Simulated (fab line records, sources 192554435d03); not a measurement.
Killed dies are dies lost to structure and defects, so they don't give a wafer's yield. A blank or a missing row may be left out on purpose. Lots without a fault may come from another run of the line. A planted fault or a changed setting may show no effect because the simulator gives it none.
fab line records | flow n5_finfet
record lots=7 wafers=21 last_day=18
route steps=1938 shown GATE_CUT@473
lots that met no fault: from a run of the same line without faults
start_h: hours from the record's first day to the start of the lot's first wafer shown | wait_h: hours since the lot's step before | " the same as in the row above | L1.1+2: a row that stands for several wafers | - no value, or no start given | * or withheld: withheld | < > ~ a bound
route shown NAME@n: a module of which the file shows steps, and the number in the route of the first | usual: mean/standard deviation of fault-free wafers | same: alike in all rows | chamber/n: place in a boat | sites: the reading at each site | _std_site: their standard deviation | _edge_site: outer sites' mean less inner sites' | radius_mm: how far each site lies from the wafer's centre | mask NAME#n: copy n | behind: the tool/chamber that last shaped the wafer | hold: why the lot was held/for how many hours/how that ended | device: the transistor (n, p or np) that didn't switch | end of line: the same wafers' tests at the end of the route | a step without rows: its recipe alone | killed: dies lost to structure and defects at the first sort, not the wafer's yield | map: a wafer's dies, x killed, . not, _ none there
set.NAME: the setting as run; set.NAME@STEP: as run at that earlier step | model.NAME: the simulator's own value behind a step, which no gauge read
lots at some steps of the route; a table a step, a row a wafer
services: from which hour (start_h, from the record's first day; less than 0 if before it) a tool's chamber was out of use, for how many hours, and why
## steps
# step N5_GATE_CUT_SAC_CAP_01
# recipe material=SiNx target_thk_a=240 temp_c=400 ald_precursor_family=SiH2I2 ald_co_reactant=N2/H2-plasma pulse_time_s=1 ald_cycles=480 purge_time_s=2 co_reactant_purge_time_s=2 pressure_torr=2
# usual heater_power_w=864/84 precursor_pulse_height_rel=0.999/0.02
# same co_reactant_purge_time_s=2
# columns lot.wafer tool chamber start_h wait_h heater_power_w precursor_pulse_height_rel
L866.2 ald_sin-03 1 103.34 0.0 1071 1.003
L866.3 " 2 " " 909 1.007
L866.6 " 2 104.43 1.1 916 0.979
L874.1 ald_sin-02 2 143.77 0.2 830 1.006
L874.5 " 2 144.86 1.3 829 1.025
L874.6 " 1 " " 776 1.005
L880.3 ald_sin-03 2 178.24 0.0 922 0.988
L880.4 " 3 " " 790 0.978
L880.6 " 1 179.33 1.1 1050 0.999
L881.1 ald_sin-02 2 180.57 0.0 819 1.007
L881.3 " 1 " " 799 0.973
L881.5 " 0 181.65 1.1 945 0.970
L882.1 ald_sin-03 2 189.64 0.3 896 0.994
L882.4 " 1 " " 1027 0.975
L882.5 " 1 190.72 1.4 1033 1.012
L883.2 ald_sin-01 1 194.27 0.0 753 1.007
L883.3 " 2 " " 787 0.968
L883.6 " 1 195.35 1.1 743 0.991
L886.2 ald_sin-02 1 229.80 0.0 800 1.009
L886.3 " 0 " " 944 0.989
L886.6 " 1 230.89 1.1 805 0.967
# step N5_GATE_CUT_PECVD_57
# recipe material=SiNx target_thk_a=210 temp_c=400 precursor=SiH4/NH3/N2 pressure_torr=1.5 rf_w=300
# usual heater_power_w=773/77 showerhead_plenum_p_Torr=5.11/0.076 throttle_valve_pct=40.2/1.9
# columns lot.wafer tool chamber start_h wait_h heater_power_w showerhead_plenum_p_Torr throttle_valve_pct
L866.2 pecvd-04 2 105.54 1.1 866 5.15 37.1
L866.3 " 0 " " 663 5.02 41.5
L866.6 " 0 " " 657 5.01 41.8
L874.1 pecvd-01 0 145.96 1.1 804 5.09 41.3
L874.5 " 1 " " 802 5.09 39.4
L874.6 " 0 " " 832 5.08 41.8
L880.3 pecvd-02 2 180.44 1.1 855 5.26 41.2
L880.4 " 2 " " 845 5.26 41.1
L880.6 " 1 " " 804 5.08 40.8
L881.1 pecvd-04 2 182.76 1.1 733 5.15 37.2
L881.3 " 1 " " 697 5.19 40.1
L881.5 " 1 " " 718 5.19 40.3
L882.1 pecvd-02 2 191.83 1.1 866 5.26 41.4
L882.4 " 2 " " 865 5.26 41.3
L882.5 " 1 " " 829 5.07 40.8
L883.2 pecvd-02 0 196.46 1.1 864 5.11 42.6
L883.3 " 2 " " 869 5.26 41.1
L883.6 " 1 " " 755 5.06 40.8
L886.2 pecvd-04 0 232.00 1.1 636 5.00 42.2
L886.3 " 2 " " 843 5.17 37.3
L886.6 " 1 " " 800 5.19 40.2
# step N5_GATE_CUT_CMP_02
# recipe stop_on=SiO2 t_overpolish_s=12.7 post_cmp_clean=alkaline_brush down_force_psi=2.5 platen_rpm=51.8 pad_velocity_m_s=1.0307 target_thk_nm=0
# usual motor_current_A=9.0/0.67 overpolish_run_s=12.699/0.0092 retaining_ring_pressure_frac=1.000/0.0053 slurry_filter_dp_kPa=13.52/0.14 time_to_endpoint_s=24.9/2.8
# columns lot.wafer tool chamber start_h wait_h motor_current_A overpolish_run_s retaining_ring_pressure_frac slurry_filter_dp_kPa time_to_endpoint_s
L866.2 cmp-02 0 105.65 0.1 9.0 12.713 1.000 13.59 27.1
L866.3 " 2 " " 9.1 12.689 1.004 13.59 27.2
L866.6 " 0 " " 9.5 12.705 1.009 13.62 25.5
L874.1 cmp-03 1 146.08 0.1 8.3 12.706 1.001 13.75 21.5
L874.6 " 0 " " 7.6 12.685 1.000 13.49 22.2
L874.5 " 1 " " 8.3 12.702 0.997 13.58 19.7
L880.3 cmp-03 1 180.55 0.1 8.7 12.691 1.003 13.70 25.0
L880.4 " 2 " " 10.0 12.693 1.004 13.73 24.5
L880.6 " 1 " " 8.7 12.703 1.001 13.49 23.8
L881.3 cmp-04 3 182.87 0.1 10.0 12.702 0.999 13.45 24.2
L881.1 " 0 " " 9.9 12.699 1.000 13.58 24.6
L881.5 " 2 " " 9.0 12.698 1.001 13.33 23.6
L882.4 cmp-02 3 191.90 0.0 9.4 12.709 0.996 13.51 24.0
L882.1 " 1 " " 9.2 12.703 1.007 13.40 21.4
L882.5 " 3 " " 9.8 12.694 0.999 13.52 22.9
L883.2 cmp-02 1 196.57 0.1 9.7 12.705 0.997 13.56 20.6
L883.3 " 2 " " 9.3 12.700 1.014 13.49 22.9
L883.6 " 1 " " 9.4 12.698 0.995 13.69 22.2
L886.3 cmp-02 2 232.07 0.1 8.8 12.711 0.990 13.31 22.3
L886.2 " 1 " " 9.1 12.700 1.000 13.81 17.7
L886.6 " 3 " " 10.0 12.705 1.001 13.50 21.3
# step N5_GATE_CUT_HM_DEP_46
# recipe material=SiO2 target_thk_a=1300 temp_c=400 precursor=TEOS/O2 pressure_torr=6.5 rf_w=900 teos_flow_sccm=161.4 gas=O2 flow_sccm=2650 time_s=26.6
# usual heater_power_w=543/83 showerhead_plenum_p_Torr=8.33/0.04 throttle_valve_pct=18.6/0.9
# columns lot.wafer tool chamber start_h wait_h heater_power_w showerhead_plenum_p_Torr throttle_valve_pct
L866.2 pecvd-04 0 105.94 0.0 334 8.26 19.4
L866.3 " 2 " " 613 8.32 17.4
L866.6 " 0 " " 354 8.27 19.3
L874.1 pecvd-04 2 146.37 0.0 552 8.37 17.4
L874.5 " 1 " " 520 8.38 18.7
L874.6 " 2 " " 572 8.34 17.2
L880.3 pecvd-01 1 180.84 0.0 482 8.33 18.5
L880.4 " 0 " " 487 8.33 19.4
L880.6 " 1 " " 498 8.31 18.3
L881.1 pecvd-04 1 183.17 0.0 566 8.36 18.7
L881.3 " 0 " " 384 8.28 19.7
L881.5 " 0 " " 395 8.28 19.3
L882.1 pecvd-04 2 192.24 0.0 567 8.34 17.5
L882.4 " 1 " " 501 8.36 18.7
L882.5 " 0 " " 365 8.28 19.4
L883.2 pecvd-04 0 196.86 0.0 410 8.29 19.6
L883.3 " 2 " " 557 8.36 17.6
L883.6 " 0 " " 417 8.26 19.6
L886.2 pecvd-04 1 232.40 0.0 597 8.37 18.7
L886.3 " 2 " " 679 8.35 17.5
L886.6 " 0 " " 454 8.27 19.8
# step N5_GATE_CUT_COAT_34
# recipe resist=SOC temp_c=250 time_s=60 spin_rpm=1500 resist_thk_nm=60
# step N5_GATE_CUT_COAT_35
# recipe resist=SiARC temp_c=220 time_s=60 spin_rpm=1500 resist_thk_nm=10
# step N5_GATE_CUT_COAT_27
# recipe resist=underlayer temp_c=205 time_s=60 spin_rpm=1500 resist_thk_nm=10
# step N5_GATE_CUT_COAT_07
# recipe resist=CAR-EUV spin_rpm=1500 resist_thk_nm=30
# step N5_GATE_CUT_EBR_09
# recipe solvent=PGMEA ebr_width_mm=1.5
# step N5_GATE_CUT_SOFTBAKE_08
# recipe temp_c=110 time_s=60 resist=CAR-EUV
# step N5_GATE_CUT_EXPOSE_10
# recipe mask_id=GATE_CUT na=0.33 source_shape=annular sigma_inner=0.35 sigma_outer=0.8 polarization=unpolarized target_cd_nm=20 dose_mj=43.25
# step N5_GATE_CUT_PEB_11
# recipe peb_temp_c=100 peb_time_s=60 resist=CAR-EUV
# usual chill_plate_temp_C=22.99/0.11 exhaust_pa=45.3/0.96
# columns lot.wafer tool chamber start_h wait_h chill_plate_temp_C exhaust_pa
L866.2 litho_track-03 0 106.34 0.1 23.09 44.4
L866.3 " 0 " " 23.04 45.4
L866.6 " 0 " " 23.18 45.2
L874.1 litho_track-05 0 146.64 0.1 22.90 44.7
L874.5 " 0 " " 22.98 45.6
L874.6 " 0 " " 22.98 45.7
L880.3 litho_track-03 - 181.24 0.0 - -
L880.4 " - " " - -
L880.6 " - " " - -
L881.1 litho_track-05 - 183.44 0.1 - -
L881.3 " - " " - -
L881.5 " - " " - -
L882.1 litho_track-02 - 192.50 0.1 - -
L882.4 " - " " - -
L882.5 " - " " - -
L883.2 litho_track-05 0 197.26 0.1 22.90 43.2
L883.3 " 0 " " 23.16 43.6
L883.6 " 0 " " 22.87 44.1
L886.2 litho_track-02 0 232.67 0.1 23.03 45.2
L886.3 " 0 " " 22.92 45.9
L886.6 " 0 " " 22.94 45.9
# step N5_GATE_CUT_DEVELOP_12
# recipe develop_time_s=30 developer=TMAH resist=CAR-EUV rinse_liquid=surfactant_rinse dry=air_spin dev_temp_c=23
## services
# columns tool chamber start_h hours kind
ald_sin-02 - 85.65 14.0 pm
ald_sin-02 0 85.65 14.0 vent_cycle
ald_sin-01 3 96.99 75.8 repair
cmp-02 - 101.16 1.4 repair
pecvd-04 0 111.63 2.1 scheduled_down
cmp-02 - 111.99 4.0 pm
ald_sin-02 1 112.48 13.1 repair
cmp-02 - 115.99 - consumable_replace:conditioner
cmp-02 - 115.99 - consumable_replace:pad
cmp-02 - 118.37 2.6 repair
ald_sin-02 3 124.40 4.0 repair
cmp-04 - 137.50 1.5 repair
ald_sin-02 0 151.63 3.7 repair
cmp-02 - 153.92 18.5 pm
cmp-04 - 160.99 2.5 repair
ald_sin-01 0 162.93 57.3 repair
cmp-02 - 173.27 8.0 pm
ald_sin-01 - 178.60 14.0 pm
cmp-03 - 181.83 3.2 repair
cmp-04 - 190.20 4.0 pm
ald_sin-02 - 201.41 4.9 repair
cmp-02 - 215.47 1.0 repair
ald_sin-03 1 217.47 10.2 repair
cmp-04 - 222.45 4.3 repair
## key
first_sign step=N5_GATE_CUT_PEB_11 reading=tool_record direction=missing
effect none on later readings
met_at N5_GATE_CUT_PEB_11
struck_wafers L880.3,L880.4,L880.6,L881.1,L881.3,L881.5,L882.1,L882.4,L882.5
later_rows_left_out L880.3,L880.4,L880.6,L881.1,L881.3,L881.5,L882.1,L882.4,L882.5
sort_left_out L880.3,L880.4,L880.6,L881.1,L881.3,L881.5,L882.1,L882.4,L882.5
onset_between 146.64 181.24
fault kind=skipped_step_whole tool=litho_track-02,litho_track-03,litho_track-05 chamber=- onset_h=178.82 steps=N5_GATE_CUT_PEB_11 scope=struck_lots_only
# sort_left_out: the simulated sort isn't trusted on such a fault, so these wafers' sort isn't shown, and their yield isn't known
# later_rows_left_out: the simulator's readings of these wafers behind a module that went badly wrong aren't trusted and aren't shown, but for the sort
